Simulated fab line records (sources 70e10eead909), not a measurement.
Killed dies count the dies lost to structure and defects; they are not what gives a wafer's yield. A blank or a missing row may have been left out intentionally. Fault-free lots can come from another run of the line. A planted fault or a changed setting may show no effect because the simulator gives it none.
Which tool did it? | flow nand harc | 6 lots with 18 wafers sampled at 4 steps, on a route of 1159 steps

== WHAT THE GAUGES SHOWED, per wafer ==
NHARC_THIN_TSV_CD_MEAS_37.
lot  | measured     | on        | cd nm (nm)
L334 | day 19 00:58 | cd sem-03 | 4999.4 4999.8 4997.4
L336 | day 19 08:23 | cd sem-01 | 5000.9 4998.7 5001.2
L343 | day 21 08:28 | cd sem-01 | 4997.2 4995.3 4998.4
L351 | day 23 07:59 | cd sem-01 | 4997.6 5001.2 5001.6
L354 | day 24 07:07 | cd sem-03 | 4998.0 5003.2 5003.1
L355 | day 24 17:58 | cd sem-01 | 5000.5 4999.9 5001.4

== EACH LOT AND THE TOOL THAT RAN IT (in order: tool; ch and the chambers of the sampled wafers; start) ==
lot  | NHARC_P_CONTACT_PRE_CLEAN_39 | NHARC_THIN_TSV_DEP_43           | NHARC_THIN_TSV_PRE_CLEAN_50
L334 | pvd sputter-02, day 5 21:13  | pecvd-03 ch 0,1,2, day 18 16:56 | pvd sputter-03, day 19 00:58 or earlier
L336 | pvd sputter-03, day 6 08:49  | pecvd-03 ch 0,2, day 19 00:09   | pvd sputter-03, day 19 08:23 or earlier
L343 | pvd sputter-01, day 8 06:38  | pecvd-01 ch 1,2, day 20 23:42   | pvd sputter-02, day 21 08:28 or earlier
L351 | pvd sputter-01, day 10 02:12 | pecvd-03 ch 0,1, day 22 23:40   | pvd sputter-01, day 23 07:59 or earlier
L354 | pvd sputter-03, day 10 20:25 | pecvd-03 ch 0,1,2, day 23 23:00 | pvd sputter-02, day 24 07:07 or earlier
L355 | pvd sputter-03, day 11 03:16 | pecvd-02 ch 0,2, day 24 07:28   | pvd sputter-01, day 24 17:58 or earlier
- NHARC_P_CONTACT_PRE_CLEAN_39: time 19.5 s.
- NHARC_THIN_TSV_DEP_43: deposits SiO2, target thk 1328.5 nm.
- NHARC_THIN_TSV_PRE_CLEAN_50: time 30 s.

== THE ANSWER, worked out from the rows above alone ==
Rule: what is usual is taken from the lots themselves. Put in order of their means at a reading, lots are off if they are a third of the lots or fewer, leave a main group of 4 or more, and stand apart from it by a gap of 3 or more times the standard deviation of the main group's means; of several such gaps the widest counts. If all means in a main group match to the digits the tables above print for the reading, that group is not used. Also off: a lot with no number at a reading for which 4 or more lots have one. Any other lot the step has rows for is counted as sound.
No lot is off on any of the readings shown, so nothing can be concluded from this.

== WHAT THE SIMULATOR HAD INSERTED ==
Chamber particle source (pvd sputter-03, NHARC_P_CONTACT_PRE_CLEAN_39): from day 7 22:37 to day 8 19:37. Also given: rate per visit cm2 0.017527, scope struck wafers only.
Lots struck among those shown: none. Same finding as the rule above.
